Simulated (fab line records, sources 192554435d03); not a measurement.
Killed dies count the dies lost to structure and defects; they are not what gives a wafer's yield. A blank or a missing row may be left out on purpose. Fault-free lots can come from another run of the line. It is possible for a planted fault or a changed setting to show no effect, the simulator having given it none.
Chamber matching | flow n5_finfet | N5_BEOL_M14_DEP_53 on pecvd-03: 3 sister chambers
The step deposits SiCN from 3MS/NH3, target thk 50 nm, time 17.8 s. 6 wafers are shown with their chamber, then 8 later ones without.

## WAFERS PAIRED WITH THEIR CHAMBERS
wafer  | chamber | throttle_valve_pct (%) | showerhead_plenum_p_Torr (Torr)
L081.5 | 2       | 16.5                   | 4.17
L084.1 | 1       | 18.0                   | 4.17
L084.5 | 2       | 16.5                   | 4.17
L082.4 | 1       | 18.3                   | 4.16
L082.5 | 0       | 19.9                   | 4.18
L088.1 | 0       | 19.8                   | 4.18

## WAFERS WITH NO CHAMBER GIVEN
wafer  | throttle_valve_pct (%) | showerhead_plenum_p_Torr (Torr)
L088.2 | 18.1                   | 4.17
L088.3 | 16.6                   | 4.16
L089.1 | 16.5                   | 4.17
L089.4 | 20.0                   | 4.18
L089.6 | 16.4                   | 4.15
L097.2 | 16.7                   | 4.16
L097.4 | 19.9                   | 4.17
L097.6 | 16.6                   | 4.17

## WHICH CHAMBER EACH ONE RAN IN
wafer  | from the rows above | in truth
L088.2 | 1                   | 1
L088.3 | 2                   | 2
L089.1 | 2                   | 2
L089.4 | 0                   | 0
L089.6 | 2                   | 2
L097.2 | 2                   | 2
L097.4 | 0                   | 0
L097.6 | 2                   | 2
8 of 8 placed correctly. From these rows, 0 cannot be placed. Wrongly placed: 0.
How it was worked out, from the rows above alone: a wafer's distance from a chamber is the root of the sum, over the readings, of the square of ((its reading less the chamber's mean) divided by the reading's scatter). The wafer belongs to the nearest chamber; if the next one is less than 2 further off, it can't be placed. A chamber's mean is the mean of its shown wafers. The scatter is the square root of a quotient: the sum, over the shown wafers, of each reading's squared deviation from its chamber's mean, divided by wafers minus chambers.
